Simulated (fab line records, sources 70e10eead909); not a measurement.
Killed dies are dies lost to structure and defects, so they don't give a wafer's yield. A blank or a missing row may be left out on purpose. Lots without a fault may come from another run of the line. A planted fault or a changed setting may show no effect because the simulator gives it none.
A struck lot beside a sound one | flow nand_harc | 14 steps out of a route of 1159
Sound: wafers L776.2, L776.4, L776.6. Struck: wafers L772.1, L772.3, L772.4. The cause comes at the end.
At each step with rows: each side's tool, then ch and its chambers, then its first start. Under that, the readings that differ: sound wafers | struck wafers | difference of the means | sigmas: that difference in standard deviations of wafers without a fault.
alike: readings whose means differ by less than 2 such deviations, and words and numbers that are the same on both sides. not compared: withheld readings, readings that some wafer has no value for, bounds like >300 that may hide the same value, and numbers for which the record gives no deviation and whose values overlap.
The two part at a step that has a row with sigmas, a row that says differs or no value, or rows on one side only. Numbers that don't overlap but have no deviation are shown without sigmas and don't part them. A reading that every wafer of one side lacks parts them only if that side has two wafers or more.

first, 1 step without rows for these wafers: NHARC_P_M0_DEVELOP_08 (develop time 35 s).
NHARC_P_M0_CD_MEAS_09: target cd 90 nm.
  sound on cd_sem-03 ch 0, day 9 04:32; struck on cd_sem-03 ch 0, day 7 14:55
  alike: cd_nm
NHARC_P_M0_OVL_MEAS_10: pitch 180 nm.
  sound on overlay-01, day 9 04:37; struck on overlay-01, day 7 15:00
  alike: overlay_x_nm, overlay_y_nm
NHARC_P_M0_INSPECT_11:
  sound on defect_inspect-02, day 9 04:39; struck on defect_inspect-02, day 7 15:02
  alike: raw_defect_count
NHARC_P_M0_DESCUM_14: chemistry O2, time 3 s.
  sound on rie_diel-06 ch 1,2,3, day 9 04:43; struck on rie_diel-07 ch 0,1,3, day 7 15:05
  alike: drypump_motor_current_A, oes_product_au, rf_vpp_V, showerhead_plenum_p_Torr, throttle_valve_pct
  not compared: rf_hours_counter_h
then, 1 step without rows for these wafers: NHARC_P_M0_ETCH_34 (etches the open film in N2/H2, target depth 40 nm, overetch 12 nm, time 43.94 s).
NHARC_P_M0_ETCH_15: etches the open film in C4F8/Ar, target depth 150 nm, overetch 15 nm, time 82.5 s.
  sound on rie_diel-06 ch 1,2,3; struck on rie_diel-07 ch 0,1,2
  alike: oes_product_au, rf_vpp_V
  not compared: rf_hours_counter_h
NHARC_P_M0_CD_MEAS_16:
  sound on cd_sem-01, day 9 05:01; struck on cd_sem-03, day 7 15:23
  alike: cd_nm
NHARC_P_M0_STRIP_18: strips in N2/H2.
  sound on rie_diel-06 ch 1,3, day 9 05:05; struck on rie_diel-06 ch 0,1,2, day 7 15:28
  alike: drypump_motor_current_A, oes_product_au, rf_vpp_V, showerhead_plenum_p_Torr, throttle_valve_pct
  not compared: rf_hours_counter_h
then, 2 steps without rows for these wafers: NHARC_P_M0_STRIP_19 (strips in post etch residue remover, time 600 s); NHARC_P_M0_DEGAS_28 (time 60 s).
NHARC_P_M0_PRE_CLEAN_29: time 30 s.
  sound on pvd_sputter-03; struck on pvd_sputter-02
  alike: heater_power_w
NHARC_P_M0_PVD_20: deposits TaN, target thk 5 nm, time 8.06 s.
  sound on pvd_sputter-03, day 9 05:44; struck on pvd_sputter-02, day 7 16:12
  no value came back on the struck wafers for bias_v (V), cathode_dc_power_W (W), throttle_valve_pct (%); on the sound wafers bias_v (V) reads 171.2 170.5 166.6
NHARC_P_M0_PVD_21: deposits Cu, target thk 30 nm, time 20.49 s.
  sound on pvd_sputter-03; struck on pvd_sputter-02
  alike: cathode_dc_power_W, chamber_pressure_pa, throttle_valve_pct

WHERE THEY PART
Only at NHARC_P_M0_PVD_20, within this record. Later steps at which nothing parts them and some readings are alike: NHARC_P_M0_PVD_21.

WHY: what the simulator had put in
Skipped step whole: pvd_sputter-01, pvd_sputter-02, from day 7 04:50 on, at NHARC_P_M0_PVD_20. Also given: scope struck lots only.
